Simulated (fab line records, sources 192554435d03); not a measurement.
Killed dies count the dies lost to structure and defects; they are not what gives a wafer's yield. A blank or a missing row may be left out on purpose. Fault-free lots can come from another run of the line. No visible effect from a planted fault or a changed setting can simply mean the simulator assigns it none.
Split-lot trial || flow n5Finfet || 39 wafers read across 7 lots, on a route 1938 steps long

== THE SPLIT ==
At N5_HKMG_FIN_ETCH_32 (etches SOC in N2/H2, target depth 240 nm, time 300 s), the setting sourceW was moved away from the recipe's 840 W on 9 of the 39 wafers read, by -15.7% to +18.1%. The other wafers ran this setting at the recipe's value.

The reading comes from the split's own step.

== THE READING ==
rfVppV, in V, at N5_HKMG_FIN_ETCH_32 (etches SOC in N2/H2, target depth 240 nm, time 300 s). A value of 523.9 V with a standard deviation of 2.8 V is what fault-free wafers of this fab line usually give.

{"wafer": "L075.1", "tool, chamber at the split": "rieDiel-06, 2", "sourceW as run, W": 914.2, "against the recipe": "+8.8%", "rfVppV, V": 513.8, "against lot-mates on the recipe": -11.0}
{"wafer": "L075.2", "tool, chamber at the split": "rieDiel-06, 0", "sourceW as run, W": 840, "against the recipe": "recipe", "rfVppV, V": 525.3, "against lot-mates on the recipe": "-"}
{"wafer": "L075.3", "tool, chamber at the split": "rieDiel-06, 1", "sourceW as run, W": 914.2, "against the recipe": "+8.8%", "rfVppV, V": 510.0, "against lot-mates on the recipe": -14.8}
{"wafer": "L075.4", "tool, chamber at the split": "rieDiel-06, 3", "sourceW as run, W": 840, "against the recipe": "recipe", "rfVppV, V": 524.9, "against lot-mates on the recipe": "-"}
{"wafer": "L075.5", "tool, chamber at the split": "rieDiel-06, 1", "sourceW as run, W": 840, "against the recipe": "recipe", "rfVppV, V": 524.1, "against lot-mates on the recipe": "-"}
{"wafer": "L075.6", "tool, chamber at the split": "rieDiel-06, 2", "sourceW as run, W": 914.2, "against the recipe": "+8.8%", "rfVppV, V": 513.7, "against lot-mates on the recipe": -11.1}
{"wafer": "L077.1", "tool, chamber at the split": "rieDiel-04, 0", "sourceW as run, W": 840, "against the recipe": "recipe", "rfVppV, V": 526.1, "against lot-mates on the recipe": "-"}
{"wafer": "L077.2", "tool, chamber at the split": "rieDiel-04, 3", "sourceW as run, W": 840, "against the recipe": "recipe", "rfVppV, V": 523.3, "against lot-mates on the recipe": "-"}
{"wafer": "L077.3", "tool, chamber at the split": "rieDiel-04, 2", "sourceW as run, W": 840, "against the recipe": "recipe", "rfVppV, V": 522.3, "against lot-mates on the recipe": "-"}
{"wafer": "L077.4", "tool, chamber at the split": "rieDiel-04, 1", "sourceW as run, W": 840, "against the recipe": "recipe", "rfVppV, V": 525.7, "against lot-mates on the recipe": "-"}
{"wafer": "L077.5", "tool, chamber at the split": "rieDiel-04, 0", "sourceW as run, W": 840, "against the recipe": "recipe", "rfVppV, V": 527.4, "against lot-mates on the recipe": "-"}
{"wafer": "L077.6", "tool, chamber at the split": "rieDiel-04, 1", "sourceW as run, W": 840, "against the recipe": "recipe", "rfVppV, V": 525.8, "against lot-mates on the recipe": "-"}
{"wafer": "L083.1", "tool, chamber at the split": "rieDiel-04, 1", "sourceW as run, W": 840, "against the recipe": "recipe", "rfVppV, V": 525.8, "against lot-mates on the recipe": "-"}
{"wafer": "L083.2", "tool, chamber at the split": "rieDiel-04, 0", "sourceW as run, W": 840, "against the recipe": "recipe", "rfVppV, V": 526.1, "against lot-mates on the recipe": "-"}
{"wafer": "L083.3", "tool, chamber at the split": "rieDiel-04, 3", "sourceW as run, W": 840, "against the recipe": "recipe", "rfVppV, V": 520.6, "against lot-mates on the recipe": "-"}
{"wafer": "L083.4", "tool, chamber at the split": "rieDiel-04, 2", "sourceW as run, W": 840, "against the recipe": "recipe", "rfVppV, V": 523.3, "against lot-mates on the recipe": "-"}
{"wafer": "L083.5", "tool, chamber at the split": "rieDiel-04, 3", "sourceW as run, W": 840, "against the recipe": "recipe", "rfVppV, V": 522.0, "against lot-mates on the recipe": "-"}
{"wafer": "L083.6", "tool, chamber at the split": "rieDiel-04, 2", "sourceW as run, W": 840, "against the recipe": "recipe", "rfVppV, V": 523.1, "against lot-mates on the recipe": "-"}
{"wafer": "L086.1", "tool, chamber at the split": "rieDiel-04, 3", "sourceW as run, W": 840, "against the recipe": "recipe", "rfVppV, V": 521.5, "against lot-mates on the recipe": "-"}
{"wafer": "L086.2", "tool, chamber at the split": "rieDiel-04, 1", "sourceW as run, W": 840, "against the recipe": "recipe", "rfVppV, V": 525.8, "against lot-mates on the recipe": "-"}
{"wafer": "L086.3", "tool, chamber at the split": "rieDiel-04, 2", "sourceW as run, W": 840, "against the recipe": "recipe", "rfVppV, V": 522.2, "against lot-mates on the recipe": "-"}
{"wafer": "L086.4", "tool, chamber at the split": "rieDiel-04, 0", "sourceW as run, W": 840, "against the recipe": "recipe", "rfVppV, V": 526.8, "against lot-mates on the recipe": "-"}
{"wafer": "L086.5", "tool, chamber at the split": "rieDiel-04, 1", "sourceW as run, W": 840, "against the recipe": "recipe", "rfVppV, V": 526.6, "against lot-mates on the recipe": "-"}
{"wafer": "L086.6", "tool, chamber at the split": "rieDiel-04, 2", "sourceW as run, W": 840, "against the recipe": "recipe", "rfVppV, V": 522.6, "against lot-mates on the recipe": "-"}
{"wafer": "L090.1", "tool, chamber at the split": "rieDiel-04, 1", "sourceW as run, W": 991.9, "against the recipe": "+18.1%", "rfVppV, V": 499.9, "against lot-mates on the recipe": -26.8}
{"wafer": "L090.2", "tool, chamber at the split": "rieDiel-04, 3", "sourceW as run, W": 991.9, "against the recipe": "+18.1%", "rfVppV, V": 493.3, "against lot-mates on the recipe": -33.4}
{"wafer": "L090.3", "tool, chamber at the split": "rieDiel-04, 0", "sourceW as run, W": 840, "against the recipe": "recipe", "rfVppV, V": 527.6, "against lot-mates on the recipe": "-"}
{"wafer": "L090.4", "tool, chamber at the split": "rieDiel-04, 0", "sourceW as run, W": 840, "against the recipe": "recipe", "rfVppV, V": 525.4, "against lot-mates on the recipe": "-"}
{"wafer": "L090.5", "tool, chamber at the split": "rieDiel-04, 1", "sourceW as run, W": 840, "against the recipe": "recipe", "rfVppV, V": 527.1, "against lot-mates on the recipe": "-"}
{"wafer": "L090.6", "tool, chamber at the split": "rieDiel-04, 3", "sourceW as run, W": 991.9, "against the recipe": "+18.1%", "rfVppV, V": 494.3, "against lot-mates on the recipe": -32.4}
{"wafer": "L096.1", "tool, chamber at the split": "rieDiel-04, 0", "sourceW as run, W": 840, "against the recipe": "recipe", "rfVppV, V": 526.8, "against lot-mates on the recipe": "-"}
{"wafer": "L096.2", "tool, chamber at the split": "rieDiel-04, 1", "sourceW as run, W": 840, "against the recipe": "recipe", "rfVppV, V": 526.7, "against lot-mates on the recipe": "-"}
{"wafer": "L096.3", "tool, chamber at the split": "rieDiel-04, 2", "sourceW as run, W": 708, "against the recipe": "-15.7%", "rfVppV, V": 551.7, "against lot-mates on the recipe": "+26.9"}
{"wafer": "L096.4", "tool, chamber at the split": "rieDiel-04, 3", "sourceW as run, W": 840, "against the recipe": "recipe", "rfVppV, V": 521.0, "against lot-mates on the recipe": "-"}
{"wafer": "L096.5", "tool, chamber at the split": "rieDiel-04, 0", "sourceW as run, W": 708, "against the recipe": "-15.7%", "rfVppV, V": 557.3, "against lot-mates on the recipe": "+32.5"}
{"wafer": "L096.6", "tool, chamber at the split": "rieDiel-04, 1", "sourceW as run, W": 708, "against the recipe": "-15.7%", "rfVppV, V": 555.6, "against lot-mates on the recipe": "+30.8"}
{"wafer": "L097.3", "tool, chamber at the split": "rieDiel-06, 1", "sourceW as run, W": 840, "against the recipe": "recipe", "rfVppV, V": 521.1, "against lot-mates on the recipe": "-"}
{"wafer": "L097.4", "tool, chamber at the split": "rieDiel-06, 1", "sourceW as run, W": 840, "against the recipe": "recipe", "rfVppV, V": 522.4, "against lot-mates on the recipe": "-"}
{"wafer": "L097.6", "tool, chamber at the split": "rieDiel-06, 2", "sourceW as run, W": 840, "against the recipe": "recipe", "rfVppV, V": 528.3, "against lot-mates on the recipe": "-"}

THE FIT
A straight line over all 39 wafers: rfVppV changes by -1.7 V for each +1% of sourceW; r = -0.98; the points scatter about the line by 2.6 V.
The same after taking each lot's own level away (the mean of its wafers on the recipe; 39 wafers): -1.75 V for each +1%; r = -0.98; scatter 2.4 V.
That fit puts the effect of the largest move of sourceW on the reading at 32 V.
The span of the lots' own levels, 523.48 to 526.70 V, comes to 1.1 times the standard deviation stated above.
The two slopes agree, so the slope changes little with the lot-to-lot level.
Check: with one of the wafers moved furthest among these (+18.1%) left out of the fit, the line predicts -32.2 V for it against its lot-mates. Against them it came out at -26.8 V.
Tool readings at the split's step, against how far the setting was moved: rfVppV r = -0.98.

== OTHER SPLITS ON THESE WAFERS ==
Before the reading, these wafers also passed through other splits. Each is held against what the fit with the lots' levels taken away leaves over:
{"other split on the same wafers": "N5_FIN_SAQP_ETCH_69 targetDepthA", "wafers away from the commonest value": 18, "r with rfVppV (lot level and that fit taken away)": "+0.18"}
{"other split on the same wafers": "N5_DUMMY_GATE_HM_DEP_06 timeS", "wafers away from the commonest value": 33, "r with rfVppV (lot level and that fit taken away)": -0.06}
{"other split on the same wafers": "N5_HKMG_FIN_ETCH_31 biasW", "wafers away from the commonest value": 12, "r with rfVppV (lot level and that fit taken away)": "+0.04"}

== THE WHOLE CHAIN: every reading that the file lists as answering this split, in the file's order ==
{"step": "N5_HKMG_FIN_ETCH_32", "what it does": "etches SOC in N2/H2, target depth 240 nm, time 300 s", "reading": "rfVppV", "change (the file's fit)": "-1.75 V for each +1% of the setting", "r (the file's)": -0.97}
{"step": "N5_HKMG_FIN_ETCH_32", "what it does": "etches SOC in N2/H2, target depth 240 nm, time 300 s", "reading": "HKMG_FIN.featureDepthNm (the simulator's own value, which no gauge read)", "change (the file's fit)": "+1.76 nm for each +1% of the setting", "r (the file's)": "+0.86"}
{"step": "N5_HKMG_FIN_ETCH_32", "what it does": "etches SOC in N2/H2, target depth 240 nm, time 300 s", "reading": "etch.depthNm (the simulator's own value, which no gauge read)", "change (the file's fit)": "+1.75 nm for each +1% of the setting", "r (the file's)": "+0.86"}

== THE FILE'S OWN FIT ==
rfVppV changes by -1.75 V for each +1% of sourceW, r = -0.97.
